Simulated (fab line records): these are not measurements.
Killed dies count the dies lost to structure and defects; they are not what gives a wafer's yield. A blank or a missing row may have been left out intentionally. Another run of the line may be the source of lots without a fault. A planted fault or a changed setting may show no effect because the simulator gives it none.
Chamber matching ; flow nand harc ; NHARC_A_STAIRCASE_DEP_301 on pecvd-03 has 3 sister chambers
The step deposits SiON, target thk 30 nm. 6 wafers are shown with their chamber, then 8 later ones without.

WAFERS PAIRED WITH THEIR CHAMBERS
wafer;chamber;heater power outer w (W);heater power w (W)
L084.2;1;411;699
L084.3;2;444;809
L093.2;0;534;850
L093.4;2;425;821
L093.5;0;547;854
L095.1;1;409;701

WAFERS WITHOUT THEIR CHAMBER
wafer;heater power outer w (W);heater power w (W)
L095.3;467;843
L095.5;478;867
L094.1;406;695
L094.3;453;767
L094.4;413;704
L096.1;528;856
L096.3;497;871
L096.4;398;707

THE CHAMBER EACH PASSED THROUGH
wafer;from the rows above;in truth
L095.3;can't be placed: 2 or 0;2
L095.5;0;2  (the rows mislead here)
L094.1;1;1
L094.3;2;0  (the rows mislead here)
L094.4;1;1
L096.1;0;0
L096.3;0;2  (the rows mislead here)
L096.4;1;1
Correct placement for 4 of the 8. Cannot be placed on the basis of these rows: 1; the candidates contain the true chamber in 1. Number placed wrongly: 3.
How it was worked out, from the rows above alone: a wafer's distance from a chamber is the root of the sum, over the readings, of the square of ((its reading less the chamber's mean) divided by the reading's scatter). If the next closest chamber is less than 2 further off than the closest, the wafer can't be placed; otherwise it belongs to the closest. Each chamber's mean is taken over the wafers shown for it. The scatter: the root of (the sum of the squares of (reading less its chamber's mean) over the shown wafers, divided by (wafers less chambers)).
